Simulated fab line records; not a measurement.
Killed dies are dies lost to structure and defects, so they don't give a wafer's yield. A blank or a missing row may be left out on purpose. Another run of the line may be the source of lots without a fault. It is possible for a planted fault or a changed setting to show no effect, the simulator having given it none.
fab line records	flow n5-finfet	part 1 of 2: steps 1 to 4 of 6
record: lots: 20	wafers: 60	last-day: 20
route steps=1938 shown BEOL_M0_SAQP@659 BEOL_M0@722
lots untouched by any fault: they come from a run of this same line in which no faults occurred
start-h: start of the lot's first displayed wafer, in hours after the record's first day	wait-h: hours from the lot's prior step to this one	" the same as in the row above	L1.1+2: several wafers, shown together as one row	- no value, or no start was given	* or withheld: withheld	< > ~ a bound
route shown NAME@n: NAME is a module with steps in the file, n the number in the route of the first one	usual: mean/standard deviation taken from wafers without a fault	same: alike in all rows	chamber/n: place in a boat	sites: readings site by site	_std_site: how widely they spread, as a standard deviation	_edge_site: outer sites' mean less inner sites'	radius-mm: for every site, how far away it sits from the centre of the wafer	mask NAME#n: copy n	behind: the last tool/chamber to shape the wafer	hold: cause of the lot's hold/its duration in hours/its outcome	device: which transistor (n, p or np) failed to switch	end of line: tests of these same wafers at the route's end	a step without rows: its recipe alone	killed: at the first sort, the dies lost to defects and structure; wafer yield is something else	map: a wafer's dies, marking killed ones x, the rest . and places with no die _
set.NAME: the setting that was run; set.NAME@STEP: the one run at that earlier step	model.NAME: the simulator's own value behind a step, which no gauge read
steps of the route over a sample of lots; a table a step, a row a wafer
services: from which hour (start-h, from the record's first day; less than 0 if before it) a tool's chamber was out of use, for how many hours, and why
== steps ==
step: N5_BEOL_M0_SAQP_STRIP_86
recipe: chemistry: N2/H2	power-w: 500	temp-c: 40	pressure-mtorr: 50	rf-frequency-hz: 6e+07	overash-fraction: 0.3	bias-power-w: 28	h2-frac: 0.5	n2-flow-sccm: 300	h2-flow-sccm: 300
usual: chamber-pressure-mTorr: 49.99/0.08	drypump-motor-current-A: 5.8/0.55	oes-product-au: 0.80/0.066	rf-vpp-V: 121.9/1.4	showerhead-plenum-p-Torr: 3.37/0.1	throttle-valve-pct: 18.72/0.29
same: overash-fraction: 0.3
lot.wafer	tool	chamber	start-h	wait-h	chamber-pressure-mTorr	drypump-motor-current-A	oes-product-au	rf-hours-counter-h	rf-vpp-V	showerhead-plenum-p-Torr	throttle-valve-pct
L074.1	rie-diel-02	0	106.28	0.1	49.91	5.8	0.83	78	123.7	3.39	18.26
L074.4	"	3	"	"	49.94	4.7	0.86	46	121.7	3.28	18.50
L074.6	"	0	"	"	50.06	5.8	0.82	-	122.2	3.39	18.27
L075.1	rie-diel-05	1	115.57	0.1	49.97	6.0	0.78	134	120.7	3.35	18.22
L075.4	"	3	"	"	49.95	5.8	0.77	125	122.6	3.52	18.48
L075.5	"	0	"	"	49.95	5.0	0.78	-	121.7	3.51	18.48
L076.2	rie-diel-06	2	121.81	0.1	49.99	6.6	0.70	224	121.0	3.31	19.04
L076.3	"	1	"	"	49.98	5.2	0.84	73	120.2	3.27	18.70
L076.5	"	3	"	"	49.91	5.9	0.82	-	122.4	3.26	18.92
L077.1	rie-diel-06	1	126.18	0.1	49.88	5.2	0.82	74	120.8	3.27	18.68
L077.4	"	3	"	"	49.98	5.8	0.81	88	120.0	3.26	18.95
L077.5	"	1	"	"	50.16	5.2	0.83	-	120.1	3.27	18.74
L078.1	rie-diel-02	2	130.65	0.1	50.06	6.1	0.86	48	121.7	3.41	18.85
L078.4	"	3	"	"	50.01	4.7	0.85	51	121.8	3.28	18.50
L078.6	"	0	"	"	49.86	5.8	0.83	-	120.3	3.39	18.28
L079.4	rie-diel-02	0	136.44	0.1	50.09	5.8	0.82	84	121.5	3.39	18.27
L079.5	"	2	"	"	49.97	6.1	0.85	-	124.5	3.41	18.86
L079.6	"	1	"	"	49.99	6.4	0.91	-	124.7	3.57	19.02
L080.2	rie-diel-06	2	151.87	0.1	50.00	6.6	0.70	227	120.2	3.31	19.01
L080.3	"	0	"	"	50.00	6.2	0.70	217	121.6	3.34	19.07
L080.6	"	0	"	"	49.98	6.2	0.71	-	120.1	3.34	19.08
L082.1	rie-diel-02	0	155.51	0.1	50.02	5.8	0.82	87	122.0	3.39	18.27
L082.5	"	1	"	"	50.06	6.4	0.91	-	121.5	3.57	19.06
L082.6	"	0	"	"	50.08	5.7	0.82	-	121.3	3.39	18.28
L083.1	rie-diel-02	0	163.66	0.1	49.99	5.8	0.82	90	122.2	3.39	18.28
L083.4	"	2	"	"	49.97	6.1	0.84	55	121.1	3.41	18.86
L083.6	"	3	"	"	49.93	4.7	0.84	-	121.4	3.27	18.53
L084.2	rie-diel-05	2	169.55	0.1	49.99	5.3	0.92	23	120.4	3.30	18.73
L084.3	"	1	"	"	49.98	6.0	0.76	151	121.2	3.34	18.24
L084.5	"	0	"	"	50.13	5.1	0.76	-	123.1	3.50	18.48
L086.1	rie-diel-02	1	181.85	0.1	50.01	6.4	0.90	30	121.0	3.56	19.06
L086.4	"	1	"	"	49.86	6.4	0.89	-	121.6	3.56	19.04
L086.5	"	0	"	"	50.14	5.8	0.80	-	123.0	3.38	18.29
L085.3	rie-diel-06	3	185.38	0.1	50.12	5.8	0.80	104	121.7	3.25	18.99
L085.4	"	1	"	"	50.01	5.2	0.82	90	119.7	3.26	18.73
L085.5	"	3	"	"	49.90	5.8	0.81	-	121.3	3.25	18.96
L087.4	rie-diel-02	2	190.42	0.1	49.92	6.1	0.83	66	120.8	3.40	18.88
L087.5	"	2	"	"	49.94	6.2	0.83	-	120.4	3.40	18.88
L087.6	"	3	"	"	50.02	4.8	0.83	-	122.1	3.27	18.49
L089.3	rie-diel-02	2	198.39	0.2	49.90	6.1	0.83	70	122.4	3.40	18.89
L089.4	"	3	"	"	50.05	4.8	0.84	-	122.1	3.27	18.52
L089.6	"	1	"	"	49.85	6.4	0.88	-	123.6	3.56	19.07
L088.1	rie-diel-05	3	202.39	0.1	49.96	5.8	0.75	152	124.5	3.50	18.53
L088.4	"	1	"	"	49.94	6.0	0.74	162	122.4	3.34	18.28
L088.6	"	2	"	"	49.89	5.3	0.92	-	119.9	3.29	18.79
L090.1	rie-diel-05	3	206.66	0.2	50.01	5.8	0.74	153	123.4	3.50	18.52
L090.5	"	2	"	"	50.12	5.3	0.91	-	123.4	3.29	18.76
L090.6	"	1	"	"	49.98	6.0	0.75	-	121.1	3.34	18.27
L091.2	rie-diel-06	2	211.94	0.1	49.84	6.6	0.70	243	120.6	3.30	19.05
L091.3	"	1	"	"	50.02	5.2	0.80	98	119.8	3.25	18.77
L091.4	"	0	"	"	50.05	6.2	0.69	232	120.2	3.33	19.10
L093.2	rie-diel-02	3	223.48	0.1	49.95	4.8	0.82	75	121.2	3.27	18.56
L093.3	"	1	"	"	49.96	6.4	0.88	45	123.1	3.56	19.10
L093.4	"	0	"	"	50.01	5.8	0.80	106	122.4	3.38	18.32
L095.1	rie-diel-05	1	235.01	0.1	50.08	6.0	0.73	171	119.7	3.33	18.28
L095.3	"	3	"	"	50.04	5.8	0.74	162	124.2	3.49	18.54
L095.6	"	3	"	"	50.00	5.8	0.74	-	120.6	3.50	18.53
L097.1	rie-diel-02	3	266.14	0.1	50.00	4.7	0.79	86	122.3	3.26	18.61
L097.2	"	1	"	"	49.95	6.4	0.83	56	124.5	3.55	19.13
L097.5	"	0	"	"	49.98	5.8	0.79	-	121.9	3.37	18.33
step: N5_BEOL_M0_SAQP_SPACER1_ALD_98
recipe: material: SiO2	target-thk-a: 128	temp-c: 300	ald-precursor-family: BDEAS	ald-co-reactant: O2-plasma	pulse-time-s: 1	purge-time-s: 2	co-reactant-purge-time-s: 2	ald-cycles: 138	pressure-torr: 2
usual: chamber-pressure-Torr: 2.000/0.0048	heater-power-w: 487/59	precursor-pulse-height-rel: 0.999/0.02
lot.wafer	tool	chamber	start-h	wait-h	chamber-pressure-Torr	heater-power-w	precursor-pulse-height-rel
L074.1	ald-sin-01	1	106.79	0.3	2.004	427	1.014
L074.4	"	1	"	"	1.998	412	1.042
L074.6	"	0	"	"	2.003	458	0.950
L075.1	ald-sin-01	1	116.62	0.8	2.000	416	0.989
L075.4	"	3	"	"	2.002	516	0.986
L075.5	"	0	"	"	2.003	467	0.991
L076.2	ald-sin-01	3	122.33	0.3	1.996	514	0.999
L076.3	"	0	"	"	2.007	462	0.991
L076.5	"	3	"	"	1.997	528	0.988
L077.1	ald-sin-01	3	126.70	0.3	1.994	528	1.003
L077.4	"	1	"	"	1.999	426	0.988
L077.5	"	3	"	"	2.004	525	1.050
L078.1	ald-sin-01	1	131.46	0.3	1.998	424	1.036
L078.4	"	3	"	"	1.993	502	0.980
L078.6	"	2	"	"	1.996	605	1.013
L079.4	ald-sin-03	2	137.18	0.4	2.002	542	0.979
L079.5	"	0	"	"	1.993	455	0.983
L079.6	"	3	"	"	1.999	438	0.985
L080.2	ald-sin-01	1	152.38	0.3	1.999	412	0.973
L080.3	"	2	"	"	1.991	597	0.981
L080.6	"	2	"	"	1.991	588	0.987
L082.1	ald-sin-03	2	157.45	1.6	2.006	533	1.007
L082.5	"	1	"	"	1.994	423	0.960
L082.6	"	0	"	"	2.007	447	0.990
L083.1	ald-sin-01	0	164.18	0.3	2.002	461	1.024
L083.4	"	1	"	"	2.007	429	1.019
L083.6	"	2	"	"	1.996	600	0.983
L084.2	ald-sin-04	0	170.06	0.3	2.001	398	1.000
L084.3	"	2	"	"	2.000	494	1.005
L084.5	"	2	"	"	2.001	475	1.023
L086.1	ald-sin-03	3	182.37	0.3	1.995	432	1.001
L086.4	"	1	"	"	1.996	439	0.993
L086.5	"	1	"	"	2.003	442	1.002
L085.3	ald-sin-01	2	185.89	0.1	2.004	603	1.006
L085.4	"	0	"	"	2.005	477	0.989
L085.5	"	3	"	"	2.007	538	0.974
L087.4	ald-sin-03	2	191.06	0.3	1.994	526	0.995
L087.5	"	2	"	"	2.003	547	1.004
L087.6	"	1	"	"	1.991	430	1.002
L089.3	ald-sin-01	3	198.94	0.1	1.998	514	0.977
L089.4	"	2	"	"	2.008	587	1.002
L089.6	"	2	"	"	1.994	611	1.037
L088.1	ald-sin-01	0	203.48	0.8	2.000	450	1.019
L088.4	"	1	"	"	2.002	419	0.995
L088.6	"	2	"	"	2.006	598	0.998
L090.1	ald-sin-03	1	207.24	0.3	1.998	432	1.030
L090.5	"	2	"	"	2.004	541	1.010
L090.6	"	1	"	"	1.999	433	0.983
L091.2	ald-sin-03	1	212.46	0.3	1.992	438	1.002
L091.3	"	3	"	"	1.999	441	1.002
L091.4	"	0	"	"	1.998	449	0.993
L093.2	ald-sin-04	0	224.00	0.3	2.002	402	1.017
L093.3	"	3	"	"	2.002	498	1.025
L093.4	"	1	"	"	1.996	493	0.960
L095.1	ald-sin-03	0	235.52	0.3	2.007	459	1.025
L095.3	"	0	"	"	1.996	450	0.990
L095.6	"	0	"	"	2.002	449	0.992
L097.1	ald-sin-01	1	266.66	0.3	2.002	415	0.982
L097.2	"	2	"	"	2.004	613	1.018
L097.5	"	2	"	"	1.995	614	0.995
step: N5_BEOL_M0_SAQP_MANDREL1_REMOVE_100
recipe: chemistry: HBr/Cl2/O2	bt-time-s: 10	target: a-Si	stop-on: SiNx	endpoint: OES-SiCl	over-etch-frac: 0.85	icp-w: 600	bias-w: 30	HBr_flow_sccm: 150	Cl2_flow_sccm: 80	O2_flow_sccm: 5	pressure-mtorr: 10
usual: HBr_flow_sccm: 150.0/0.48	chamber-pressure-mTorr: 10.000/0.01	drypump-motor-current-A: 5.6/0.45	oes-product-au: 0.996/0.019	throttle-valve-pct: 36.72/0.26
lot.wafer	tool	chamber	start-h	wait-h	HBr_flow_sccm	chamber-pressure-mTorr	drypump-motor-current-A	oes-product-au	rf-hours-counter-h	throttle-valve-pct
L074.1	rie-si-01	0	107.46	0.1	149.0	10.010	5.2	0.987	123	36.73
L074.4	"	2	"	"	150.2	9.990	5.3	1.004	7	36.84
L074.6	"	3	"	"	150.3	9.987	5.2	1.037	-	36.41
L075.1	rie-si-02	3	117.19	0.1	149.2	10.012	6.0	0.958	39	36.82
L075.4	"	1	"	"	149.1	10.004	6.1	1.006	7	36.77
L075.5	"	0	"	"	150.0	10.010	6.3	1.019	-	36.42
L076.2	rie-si-01	3	122.89	0.1	150.0	10.011	5.1	1.036	1	36.40
L076.3	"	1	"	"	149.3	10.015	5.3	0.974	112	36.93
L076.5	"	3	"	"	150.6	9.988	5.1	1.033	-	36.40
L077.1	rie-si-06	0	127.26	0.1	150.5	10.004	6.0	1.005	187	36.57
L077.4	"	1	"	"	150.3	10.000	6.2	0.995	163	37.04
L077.5	"	1	"	"	149.6	9.999	6.2	0.982	-	37.03
L078.1	rie-si-02	3	132.02	0.1	149.8	10.004	6.0	0.971	40	36.85
L078.4	"	0	"	"	149.6	10.003	6.3	0.998	12	36.42
L078.6	"	1	"	"	149.9	9.999	6.3	1.002	-	36.77
L079.4	rie-si-01	1	137.58	0.0	149.5	9.992	5.3	0.982	112	36.93
L079.5	"	1	"	"	150.0	9.992	5.3	0.991	-	36.93
L079.6	"	0	"	"	150.3	10.004	5.2	0.997	-	36.72
L080.2	rie-si-02	1	152.94	0.1	149.6	9.998	6.2	1.002	7	36.76
L080.3	"	3	"	"	150.6	9.994	6.0	0.973	40	36.82
L080.6	"	3	"	"	149.9	9.998	6.0	0.972	-	36.86
L082.1	rie-si-02	2	158.01	0.1	150.0	10.003	5.3	1.003	186	36.49
L082.5	"	1	"	"	150.2	10.011	6.2	0.992	-	36.78
L082.6	"	2	"	"	150.9	10.005	5.3	0.997	-	36.49
L083.1	rie-si-02	2	164.74	0.1	149.5	9.991	5.3	1.008	186	36.48
L083.4	"	3	"	"	149.3	9.977	6.0	0.966	40	36.83
L083.6	"	2	"	"	149.5	9.993	5.3	1.003	-	36.49
L084.2	rie-si-06	2	170.62	0.1	150.3	9.993	5.2	0.976	53	37.23
L084.3	"	1	"	"	150.7	9.990	6.2	0.978	164	37.05
L084.5	"	1	"	"	150.4	9.995	6.3	0.984	-	37.05
L086.1	rie-si-06	2	182.93	0.1	150.7	10.010	5.2	0.972	53	37.22
L086.4	"	1	"	"	150.0	10.009	6.2	0.976	164	37.05
L086.5	"	0	"	"	149.9	10.014	6.0	1.006	-	36.58
L085.3	rie-si-02	1	186.46	0.1	150.0	9.991	6.1	0.992	8	36.78
L085.4	"	3	"	"	150.2	10.005	6.0	0.966	41	36.82
L085.5	"	2	"	"	149.8	10.010	5.3	0.993	-	36.48
L087.4	rie-si-01	3	191.62	0.1	151.0	10.008	5.1	1.042	2	36.40
L087.5	"	0	"	"	150.4	10.005	5.2	1.000	-	36.73
L087.6	"	1	"	"	149.7	9.987	5.3	0.983	-	36.93
L089.3	rie-si-02	3	199.61	0.1	149.5	10.010	6.0	0.966	41	36.84
L089.4	"	2	"	"	150.6	9.993	5.3	1.009	187	36.49
L089.6	"	2	"	"	149.9	9.996	5.3	1.005	-	36.49
L088.1	rie-si-06	0	204.04	0.1	149.8	9.998	6.0	1.004	189	36.59
L088.4	"	2	"	"	149.5	10.021	5.2	0.971	53	37.23
L088.6	"	0	"	"	150.2	9.996	6.0	1.007	-	36.59
L090.1	rie-si-06	1	207.80	0.1	150.1	10.003	6.2	0.983	165	37.05
L090.5	"	3	"	"	150.7	10.004	5.4	0.995	-	36.40
L090.6	"	2	"	"	149.5	10.018	5.2	0.965	-	37.23
L091.2	rie-si-01	3	213.02	0.1	150.5	10.011	5.1	1.033	2	36.40
L091.3	"	2	"	"	149.9	9.997	5.3	1.006	9	36.84
L091.4	"	0	"	"	150.4	9.995	5.2	0.996	125	36.72
L093.2	rie-si-02	3	224.56	0.1	150.1	9.993	6.0	0.964	41	36.84
L093.3	"	1	"	"	149.8	10.004	6.2	1.008	8	36.77
L093.4	"	1	"	"	149.9	9.994	6.2	1.002	-	36.78
L095.1	rie-si-01	1	236.31	0.1	149.9	10.008	5.3	0.975	114	36.95
L095.3	"	0	"	"	149.4	10.000	5.2	0.994	125	36.72
L095.6	"	0	"	"	149.3	10.020	5.2	0.995	-	36.73
L097.1	rie-si-06	0	267.22	0.1	150.4	9.985	5.9	0.998	0	36.55
L097.2	"	3	"	"	150.3	10.009	5.4	0.983	74	36.41
L097.5	"	3	"	"	149.2	9.995	5.4	0.988	-	36.41
step: N5_BEOL_M0_SAQP_ETCH_106
recipe: chemistry: N2/H2	target: SOC	target-depth-a: 1500	stop-on: SiNx	ion-energy-ev: 100	bias-w: 61	pressure-mtorr: 30	source-w: 850	n2-flow-sccm: 200	h2-flow-sccm: 200
usual: chamber-pressure-mTorr: 30.000/0.026	drypump-motor-current-A: 5.8/0.52	oes-product-au: 0.78/0.066	rf-vpp-V: 240.6/1.2	showerhead-plenum-p-Torr: 2.54/0.079	throttle-valve-pct: 17.69/0.19
lot.wafer	tool	chamber	start-h	wait-h	chamber-pressure-mTorr	drypump-motor-current-A	oes-product-au	rf-hours-counter-h	rf-vpp-V	showerhead-plenum-p-Torr	throttle-valve-pct
L074.1	rie-diel-06	0	108.37	-	29.967	6.2	0.71	205	241.5	2.53	17.75
L074.4	"	3	"	"	29.990	5.8	0.82	84	239.4	2.47	17.85
L074.6	"	0	"	"	29.928	6.2	0.71	-	240.5	2.53	17.77
L075.1	rie-diel-06	1	118.00	-	30.047	5.2	0.82	72	240.7	2.47	17.68
L075.4	"	3	"	"	29.974	5.8	0.81	86	239.3	2.47	17.88
L075.5	"	0	"	"	30.003	6.2	0.71	-	239.5	2.53	17.76
L076.2	rie-diel-05	1	123.89	-	29.967	6.0	0.76	137	240.8	2.54	17.38
L076.3	"	0	"	"	29.987	5.0	0.76	146	242.1	2.66	17.60
L076.5	"	2	"	"	29.983	5.3	0.94	-	238.4	2.50	17.61
L077.1	rie-diel-05	1	128.08	-	29.978	6.0	0.76	138	241.2	2.54	17.40
L077.4	"	2	"	"	30.037	5.3	0.93	14	239.6	2.50	17.60
L077.5	"	1	"	"	30.006	6.0	0.76	-	241.2	2.54	17.39
L078.1	rie-diel-05	1	132.84	-	30.001	6.0	0.75	140	241.4	2.54	17.39
L078.4	"	2	"	"	30.005	5.3	0.93	-	240.3	2.50	17.61
L078.6	"	1	"	"	30.013	6.0	0.76	-	240.2	2.54	17.42
L079.4	rie-diel-02	1	138.40	-	29.956	6.4	0.90	16	240.5	2.71	17.71
L079.5	"	0	"	"	30.005	5.8	0.82	-	240.8	2.57	17.31
L079.6	"	1	"	"	30.030	6.4	0.90	-	242.9	2.71	17.73
L080.2	rie-diel-05	0	153.76	-	30.020	5.0	0.77	150	242.2	2.66	17.60
L080.3	"	1	"	"	30.008	6.0	0.75	145	241.0	2.53	17.40
L080.6	"	3	"	"	29.967	5.8	0.76	-	242.0	2.66	17.48
L082.1	rie-diel-05	1	158.83	-	30.029	6.0	0.75	147	241.9	2.53	17.43
L082.5	"	0	"	"	30.065	5.1	0.76	-	242.6	2.66	17.61
L082.6	"	1	"	"	30.018	6.0	0.75	-	242.2	2.53	17.40
L083.1	rie-diel-06	2	165.55	-	30.010	6.6	0.70	231	240.6	2.50	18.01
L083.4	"	3	"	"	30.006	5.8	0.80	100	239.7	2.46	17.92
L083.6	"	0	"	"	29.991	6.2	0.70	-	241.1	2.52	17.79
L084.2	rie-diel-02	2	171.45	-	30.037	6.1	0.83	58	241.0	2.58	17.78
L084.3	"	0	"	"	30.000	5.7	0.81	92	241.9	2.56	17.35
L084.5	"	0	"	"	30.042	5.8	0.81	-	241.0	2.56	17.35
L086.1	rie-diel-05	0	183.88	-	30.036	5.1	0.75	160	241.5	2.65	17.60
L086.4	"	1	"	"	29.976	6.0	0.75	155	239.8	2.53	17.42
L086.5	"	1	"	"	29.979	6.0	0.74	-	241.6	2.53	17.43
L085.3	rie-diel-06	2	187.28	-	29.956	6.6	0.69	236	239.6	2.50	18.02
L085.4	"	1	"	"	29.998	5.3	0.80	90	238.3	2.46	17.70
L085.5	"	2	"	"	30.035	6.6	0.69	-	240.8	2.50	18.02
L087.4	rie-diel-05	0	192.44	-	29.975	5.0	0.76	163	240.7	2.65	17.62
L087.5	"	3	"	"	29.972	5.8	0.74	-	241.8	2.66	17.50
L087.6	"	2	"	"	29.987	5.3	0.90	-	240.3	2.49	17.64
L089.3	rie-diel-02	1	200.43	-	29.958	6.4	0.85	38	243.1	2.70	17.76
L089.4	"	2	"	"	30.000	6.1	0.81	-	240.1	2.58	17.80
L089.6	"	1	"	"	29.994	6.4	0.86	-	242.7	2.70	17.75
L088.1	rie-diel-02	1	204.86	-	30.027	6.4	0.85	39	241.1	2.70	17.75
L088.4	"	3	"	"	29.965	4.7	0.81	69	240.2	2.47	17.52
L088.6	"	2	"	"	29.961	6.1	0.81	-	241.7	2.58	17.81
L090.1	rie-diel-02	1	208.61	-	30.034	6.4	0.86	41	243.2	2.70	17.76
L090.5	"	2	"	"	29.998	6.2	0.80	-	241.3	2.57	17.83
L090.6	"	1	"	"	29.991	6.4	0.86	-	243.2	2.70	17.75
L091.2	rie-diel-02	3	213.84	-	29.993	4.7	0.81	71	239.7	2.47	17.53
L091.3	"	0	"	"	29.964	5.8	0.80	103	240.8	2.56	17.37
L091.4	"	1	"	"	30.015	6.4	0.85	42	241.9	2.70	17.76
L093.2	rie-diel-06	2	225.42	-	29.982	6.6	0.68	247	240.4	2.50	18.04
L093.3	"	0	"	"	29.980	6.2	0.70	236	238.8	2.52	17.82
L093.4	"	3	"	"	29.993	5.8	0.78	114	239.4	2.45	17.93
L095.1	rie-diel-06	1	237.23	-	30.010	5.2	0.80	106	239.1	2.46	17.73
L095.3	"	3	"	"	30.031	5.8	0.78	119	239.3	2.45	17.93
L095.6	"	0	"	"	30.021	6.2	0.69	-	240.2	2.52	17.80
L097.1	rie-diel-06	3	268.04	-	29.975	5.8	0.77	131	239.0	2.45	17.96
L097.2	"	1	"	"	30.022	5.2	0.77	118	238.6	2.45	17.76
L097.5	"	1	"	"	30.002	5.2	0.77	-	240.5	2.45	17.77
